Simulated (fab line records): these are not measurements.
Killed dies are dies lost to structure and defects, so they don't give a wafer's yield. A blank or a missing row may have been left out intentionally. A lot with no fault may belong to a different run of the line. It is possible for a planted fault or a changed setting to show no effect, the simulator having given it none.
fab line records -- flow n5-finfet
[record] lots = 6, wafers = 17, last-day = 16
route steps=1938 shown BEOL_M7@1310 PASSIVATION@1936
lots with no fault: from the same line, run without faults
start-h: hours from the record's first day to the start of the lot's first wafer shown -- wait-h: time in hours since the lot's previous step -- " unchanged from the row above -- L1.1+2: one row covering several wafers at once -- - value missing, or start not given -- * or withheld: withheld -- < > ~ a bound
route shown NAME@n: a module of which the file shows steps, and the number in the route of the first -- usual: the fault-free wafers' mean and standard deviation -- same: alike in all rows -- chamber/n: place in a boat -- sites: readings site by site -- _std_site: the values' standard deviation -- _edge_site: mean of outer sites minus mean of inner sites -- radius-mm: for every site, how far away it sits from the centre of the wafer -- mask NAME#n: copy n -- behind: tool/chamber where the wafer was last shaped -- hold: why the lot was held/for how many hours/how that ended -- device: names the non-switching transistor (n, p or np) -- end of line: tests run on the same wafers once the route is complete -- for a step that has no rows: nothing shown but its recipe -- killed: not the wafer's yield, but the dies lost to structure and defects at the first sort -- map: dies across one wafer; x = killed, . = not, _ = none there
set.NAME: setting as actually run; set.NAME@STEP: the setting as run at that earlier step -- model.NAME: the simulator's own value behind a step, which no gauge read
certain route steps with their lots: each step a table, each wafer a row
services: a tool's chamber out of use, with start hour (start-h, from the record's first day; less than 0 if before it), hours out, and reason
[[steps]]
[step N5_BEOL_M7_STRIP_80]
[recipe] chemistry = N2/H2, time-s = 10, power-w = 450, temp-c = 40, pressure-mtorr = 20, rf-frequency-hz = 6e+07, bias-power-w = 7, n2-flow-sccm = 200, h2-flow-sccm = 200
[usual] drypump-motor-current-A = 5.9/0.46, oes-product-au = 0.82/0.086, rf-vpp-V = 59.1/0.81, showerhead-plenum-p-Torr = 2.54/0.071, throttle-valve-pct = 23.5/0.42
[same] time-s = 10
lot.wafer,tool,chamber,start-h,wait-h,drypump-motor-current-A,oes-product-au,rf-hours-counter-h,rf-vpp-V,showerhead-plenum-p-Torr,throttle-valve-pct
L163.1,rie-diel-06,3,-,-,5.4,0.89,42,59.1,2.68,23.1
L163.2,rie-diel-06,2,-,-,5.4,0.75,169,59.3,2.54,24.1
L163.4,rie-diel-06,0,-,-,6.1,0.83,86,59.2,2.58,23.8
L164.1,rie-diel-02,1,-,-,6.6,0.79,104,59.4,2.56,23.3
L164.5,rie-diel-02,2,-,-,6.1,0.97,-,59.5,2.52,24.2
L164.6,rie-diel-02,1,-,-,6.6,0.79,-,60.0,2.56,23.3
L171.1,rie-diel-03,3,-,-,5.7,0.68,236,59.7,2.61,23.9
L171.6,rie-diel-03,3,-,-,5.7,0.68,-,58.1,2.61,23.9
L170.1,rie-diel-06,1,-,-,5.5,0.93,29,58.2,2.50,23.7
L170.3,rie-diel-06,0,-,-,6.0,0.82,99,58.7,2.57,23.8
L170.4,rie-diel-06,2,-,-,5.4,0.74,181,59.6,2.54,24.1
L176.2,rie-diel-03,1,-,-,5.6,0.73,209,58.8,2.38,23.4
L176.3,rie-diel-03,2,-,-,6.6,0.89,45,58.1,2.56,22.8
L176.5,rie-diel-03,1,-,-,5.7,0.72,-,59.8,2.38,23.4
L179.1,rie-diel-03,2,-,-,6.6,0.88,52,60.3,2.56,22.8
L179.3,rie-diel-03,1,-,-,5.7,0.72,216,58.9,2.37,23.4
L179.5,rie-diel-03,1,-,-,5.7,0.72,-,58.7,2.37,23.4
[step N5_BEOL_M7_OCD_MEAS_38]
[usual] trench-depth-nm = 92.9/2.6
lot.wafer,tool,chamber,start-h,wait-h,trench-depth-nm
L163.1,ocd-01,-,202.32,-,93.5
L163.2,ocd-01,-,202.32,-,88.2
L163.4,ocd-01,-,202.32,-,95.3
L164.1,ocd-02,-,221.45,-,90.8
L164.5,ocd-02,-,221.45,-,95.1
L164.6,ocd-02,-,221.45,-,91.5
L171.1,ocd-02,-,247.64,-,89.4
L171.6,ocd-02,-,247.64,-,89.1
L170.1,ocd-01,-,247.82,-,99.9
L170.3,ocd-01,-,247.82,-,97.4
L170.4,ocd-01,-,247.82,-,88.5
L176.2,ocd-02,-,289.14,-,93.6
L176.3,ocd-02,-,289.14,-,92.3
L176.5,ocd-02,-,289.14,-,93.0
L179.1,ocd-01,-,310.64,-,91.9
L179.3,ocd-01,-,310.64,-,92.3
L179.5,ocd-01,-,310.64,-,93.0
[step N5_BEOL_M7_HM_STRIP_39]
[recipe] chemistry = peroxide-tin-strip, material = TiN, target-depth-a = 250, temp-c = 50, time-s = 158
[step N5_BEOL_M7_SRD_40]
[recipe] time-s = 30, temp-c = 23, rinse-liquid = diw, dry = ipa-marangoni
[step N5_BEOL_M7_PRECLEAN_42]
[recipe] chemistry = residue-remover, time-s = 60, temp-c = 40
[step N5_BEOL_M7_SRD_43]
[recipe] time-s = 30, temp-c = 23, rinse-liquid = diw, dry = ipa-marangoni
[step N5_BEOL_M7_CD_MEAS_35]
[recipe] target-cd-nm = 40, polarity = opening
[usual] cd-nm = 40.1/0.78
lot.wafer,tool,chamber,start-h,wait-h,cd-nm
L163.1,cd-sem-02,-,202.57,0.0,40.0
L163.2,cd-sem-02,-,202.57,0.0,41.8
L163.4,cd-sem-02,-,202.57,0.0,40.1
L164.1,cd-sem-02,-,221.60,0.0,39.3
L164.5,cd-sem-02,-,221.60,0.0,39.3
L164.6,cd-sem-02,-,221.60,0.0,41.0
L171.1,cd-sem-03,-,247.79,0.0,39.3
L171.6,cd-sem-03,-,247.79,0.0,39.7
L170.1,cd-sem-03,-,247.97,0.0,38.3
L170.3,cd-sem-03,-,247.97,0.0,39.1
L170.4,cd-sem-03,-,247.97,0.0,39.1
L176.2,cd-sem-01,-,289.29,0.0,39.2
L176.3,cd-sem-01,-,289.29,0.0,40.3
L176.5,cd-sem-01,-,289.29,0.0,40.0
L179.1,cd-sem-01,-,310.79,0.0,40.2
L179.3,cd-sem-01,-,310.79,0.0,40.3
L179.5,cd-sem-01,-,310.79,0.0,40.9
[step N5_BEOL_M7_CURE_75]
[recipe] temp-c = 370, time-s = 120, ambient = DMADMS/He, material = SiCOH_lowk
[step N5_BEOL_M7_DEGAS_44]
[recipe] ambient = vacuum, temp-c = 250, time-s = 60
[usual] heater-power-w = 320/23
[same] time-s = 60
lot.wafer,tool,chamber,start-h,wait-h,heater-power-w
L163.1,pvd-sputter-03,-,202.93,0.3,319
L163.2,pvd-sputter-03,-,202.93,0.3,313
L163.4,pvd-sputter-03,-,202.93,0.3,313
L164.1,pvd-sputter-03,-,222.29,0.6,303
L164.5,pvd-sputter-03,-,222.29,0.6,293
L164.6,pvd-sputter-03,-,222.29,0.6,322
L171.1,pvd-sputter-02,-,248.49,0.6,301
L171.6,pvd-sputter-02,-,248.49,0.6,354
L170.1,pvd-sputter-03,-,248.50,0.4,307
L170.3,pvd-sputter-03,-,248.50,0.4,291
L170.4,pvd-sputter-03,-,248.50,0.4,331
L176.2,pvd-sputter-02,-,291.28,1.2,306
L176.3,pvd-sputter-02,-,291.28,1.2,312
L176.5,pvd-sputter-02,-,291.28,1.2,339
L179.1,pvd-sputter-03,-,311.65,0.6,318
L179.3,pvd-sputter-03,-,311.65,0.6,317
L179.5,pvd-sputter-03,-,311.65,0.6,326
[step N5_BEOL_M7_PRE_CLEAN_45]
[recipe] gas = H2/He, time-s = 30, temp-c = 250
[usual] heater-power-w = 320/23
[same] time-s = 30
lot.wafer,tool,chamber,start-h,wait-h,heater-power-w
L163.1,pvd-sputter-03,-,202.97,0.0,317
L163.2,pvd-sputter-03,-,202.97,0.0,315
L163.4,pvd-sputter-03,-,202.97,0.0,301
L164.1,pvd-sputter-03,-,222.33,0.0,309
L164.5,pvd-sputter-03,-,222.33,0.0,294
L164.6,pvd-sputter-03,-,222.33,0.0,320
L171.1,pvd-sputter-02,-,248.53,0.0,296
L171.6,pvd-sputter-02,-,248.53,0.0,346
L170.1,pvd-sputter-03,-,248.54,0.0,306
L170.3,pvd-sputter-03,-,248.54,0.0,285
L170.4,pvd-sputter-03,-,248.54,0.0,333
L176.2,pvd-sputter-02,-,291.32,0.0,314
L176.3,pvd-sputter-02,-,291.32,0.0,311
L176.5,pvd-sputter-02,-,291.32,0.0,349
L179.1,pvd-sputter-03,-,311.69,0.0,318
L179.3,pvd-sputter-03,-,311.69,0.0,318
L179.5,pvd-sputter-03,-,311.69,0.0,324
[step N5_BEOL_M7_ALD_77]
[recipe] material = TaN, target-thk-a = 20, temp-c = 275, ald-precursor-family = PDMAT, ald-co-reactant = NH3, pressure-torr = 3, carrier-flow-sccm = 1500, pulse-time-s = 2, purge-time-s = 3, co-reactant-purge-time-s = 2, co-reactant-pulse-time-s = 3, ald-cycles = 40, precursor-vessel-temp-c = 75, precursor-vessel-pressure-torr = 26.25, precursor-vessel-carrier-sccm = 1000
[usual] heater-power-w = 434/68, precursor-vessel-pressure-torr = 26.26/0.049
[same] co-reactant-purge-time-s = 2, purge-time-s = 3
lot.wafer,tool,chamber,start-h,wait-h,heater-power-w,precursor-vessel-pressure-torr
L163.1,ald-metal-04,1,203.04,0.0,440,26.18
L163.2,ald-metal-04,2,203.04,0.0,495,26.16
L163.4,ald-metal-04,3,203.04,0.0,406,26.28
L164.1,ald-metal-01,2,222.43,0.1,398,26.30
L164.5,ald-metal-01,2,222.43,0.1,399,26.28
L164.6,ald-metal-01,1,222.43,0.1,557,26.33
L171.1,ald-metal-01,2,248.59,0.0,401,26.21
L171.6,ald-metal-01,2,248.59,0.0,396,26.17
L170.1,ald-metal-02,1,248.60,0.0,450,26.25
L170.3,ald-metal-02,2,248.60,0.0,388,26.31
L170.4,ald-metal-02,3,248.60,0.0,479,26.23
L176.2,ald-metal-04,0,291.38,0.0,472,26.22
L176.3,ald-metal-04,2,291.38,0.0,498,26.29
L176.5,ald-metal-04,2,291.38,0.0,518,26.25
L179.1,ald-metal-02,1,311.75,0.0,454,26.25
L179.3,ald-metal-02,0,311.75,0.0,478,26.26
L179.5,ald-metal-02,3,311.75,0.0,507,26.27
[step N5_BEOL_M7_SURFACE_TREAT_79]
[recipe] gas = Ar, time-s = *, ion-energy-ev = *, ion-current-ma-cm2 = 0.5, pressure-mtorr = *, ar-flow-sccm = 30
[step N5_BEOL_M7_CVD_78]
[recipe] material = Co, target-thk-a = 20, temp-c = withheld, precursor = CCTBA/H2, pressure-torr = 30, time-s = 142.3
[usual] run-length-s = 164.9/0.41
lot.wafer,tool,chamber,start-h,wait-h,run-length-s
L163.1,cvd-co-02,2,203.49,0.0,165.2
L163.2,cvd-co-02,0,203.49,0.0,166.0
L163.4,cvd-co-02,1,203.49,0.0,164.7
L164.1,cvd-co-02,1,223.04,0.3,164.6
L164.5,cvd-co-02,1,223.04,0.3,164.5
L164.6,cvd-co-02,0,223.04,0.3,164.8
L171.1,cvd-co-02,2,248.97,0.0,87.1
L171.6,cvd-co-02,1,248.97,0.0,165.1
L170.1,cvd-co-02,1,249.06,0.1,86.7
L170.3,cvd-co-02,0,249.06,0.1,165.4
L170.4,cvd-co-02,1,249.06,0.1,86.4
L176.2,cvd-co-01,0,291.82,0.1,164.9
L176.3,cvd-co-01,1,291.82,0.1,164.7
L176.5,cvd-co-01,1,291.82,0.1,165.1
L179.1,cvd-co-01,0,312.13,0.0,165.0
L179.3,cvd-co-01,0,312.13,0.0,165.1
L179.5,cvd-co-01,0,312.13,0.0,165.0
[step N5_BEOL_M7_SPUTTER_48]
[recipe] material = Cu, target-thk-a = 100, temp-c = -20, bias-v = 60, power-w = 26000, chamber-pressure-pa = 0.13, time-s = 1.667
[usual] throttle-valve-pct = 29.9/0.97
[same] time-s = 1.667
lot.wafer,tool,chamber,start-h,wait-h,throttle-valve-pct
L163.1,pvd-sputter-03,-,203.62,0.1,29.8
L163.2,pvd-sputter-03,-,203.62,0.1,29.9
L163.4,pvd-sputter-03,-,203.62,0.1,30.1
L164.1,pvd-sputter-01,-,224.90,1.8,30.9
L164.5,pvd-sputter-01,-,224.90,1.8,31.7
L164.6,pvd-sputter-01,-,224.90,1.8,30.6
L171.1,pvd-sputter-02,-,249.13,0.1,29.5
L171.6,pvd-sputter-02,-,249.13,0.1,29.7
L170.1,pvd-sputter-03,-,249.24,0.1,30.0
L170.3,pvd-sputter-03,-,249.24,0.1,29.7
L170.4,pvd-sputter-03,-,249.24,0.1,30.2
L176.2,pvd-sputter-02,-,291.98,0.1,29.5
L176.3,pvd-sputter-02,-,291.98,0.1,27.8
L176.5,pvd-sputter-02,-,291.98,0.1,31.2
L179.1,pvd-sputter-03,-,312.29,0.1,30.1
L179.3,pvd-sputter-03,-,312.29,0.1,29.9
L179.5,pvd-sputter-03,-,312.29,0.1,29.9
[step N5_PASSIVATION_PROBE_49]
[usual] defect-limited-yield = 91.1/1.6, killed_at_M0_to_M3 = 35/11, killed_at_M4_up = 13/5.4, killed-at-contacts = 13/6.5, killed-at-front-end = 40/14, killed-at-other = 4/3.1, killed-dies = 105/18, killed-open = 69/14, killed-short = 34/7.3, sort_bin_5_function = 5.2/0.96, sort_bin_6_memory = 3.4/0.77, sort_bin_8_speed = 0.02/0.13, sort-n-pass = 1075/19, sort-yield-pct = 91.1/1.6
[same] gross-dies = 1180, killed-at-back-side = 0, sort_bin_4_leakage[%] = 0
lot.wafer,tool,chamber,start-h,wait-h,defect-limited-yield[%],killed_at_M0_to_M3,killed_at_M4_up,killed-at-contacts,killed-at-front-end,killed-at-other,killed-dies,killed-open,killed-short,sort_bin_5_function[%],sort_bin_6_memory[%],sort_bin_8_speed[%],sort-n-pass,sort-yield-pct[%]
L179.1,prober-02,-,387.41,0.0,91.4,30,11,18,32,10,101,65,31,5.0,3.2,0,1079,91.4
L179.3,prober-02,-,387.51,0.1,90.5,42,9,9,43,9,112,72,37,5.8,3.5,0,1068,90.5
L179.5,prober-02,-,387.61,0.2,90.3,37,12,10,45,11,115,70,43,5.5,3.8,0,1065,90.3
// killed by level:class
L179.1 MOL_CONTACT_COAG:geometric-particle:open=13 FIN_SAQP:geometric-particle:open=7 BEOL_M0_SAQP:geometric-particle:short=7 STI_FIN_REVEAL:geometric-particle:open=6 BEOL_M3:geometric-particle:open=6 BEOL_M4:geometric-particle:open=6 FIN_SAQP:geometric-particle:short=5 MOL_CONTACT_COAG:geometric-particle:short=5
L179.3 BEOL_M0_SAQP:geometric-particle:short=14 BEOL_M0_SAQP:geometric-particle:open=12 FIN_SAQP:geometric-particle:open=11 FIN_SAQP:geometric-particle:short=8 STI_FIN_REVEAL:geometric-particle:open=8 MOL_CONTACT_COAG:geometric-particle:open=8 BEOL_M4:geometric-particle:open=7 BEOL_M2:geometric-particle:open=5
L179.5 BEOL_M3:geometric-particle:open=8 MOL_CONTACT_COAG:geometric-particle:open=8 FIN_SAQP:geometric-particle:open=7 BEOL_M2:geometric-particle:open=7 FIN_SAQP:geometric-particle:short=6 STI_FIN_REVEAL:geometric-particle:open=6 DUMMY_GATE:geometric-particle:open=6 BEOL_M0_SAQP:geometric-particle:short=5
[[services]]
tool,chamber,start-h,hours,kind
ald-metal-02,-,186.28,0.5,repair
cvd-co-01,-,187.30,0.4,repair
cvd-co-02,-,201.09,1.2,repair
cvd-co-02,2,210.82,15.3,repair
ald-metal-01,-,249.17,8.7,pm
ald-metal-04,1,258.31,4.8,repair
ald-metal-04,-,259.49,0.8,repair
rie-diel-06,1,268.83,5.7,repair
ald-metal-01,2,273.62,11.8,repair
ald-metal-01,-,279.51,0.6,repair
rie-diel-03,0,288.35,3.7,repair
rie-diel-03,3,298.09,-,clean
rie-diel-03,3,298.09,-,consumable-replace:focus-ring
rie-diel-03,3,298.09,12.6,scheduled-down
rie-diel-03,3,298.09,12.6,vent-cycle
rie-diel-02,0,307.50,-,clean
rie-diel-02,0,307.50,-,consumable-replace:focus-ring
rie-diel-02,0,307.50,16.1,scheduled-down
rie-diel-02,0,307.50,16.1,vent-cycle
[[key]]
[first-sign] step = N5_BEOL_M7_CVD_78, reading = run-length-s, direction = down, sigmas = 99+, usual = *, struck = *
effect none on later readings
met-at N5_BEOL_M7_CVD_78
struck-wafers L170.1,L170.4,L171.1
[fault] kind = process-parameter-drift, tool = cvd-co-02, chamber = -, onset-h = 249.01, steps = N5_BEOL_M7_CVD_78, channel = time-s, offset = *, shape = step, end-h = 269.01, scope = struck-wafers-only, acts-in = *, stated = *
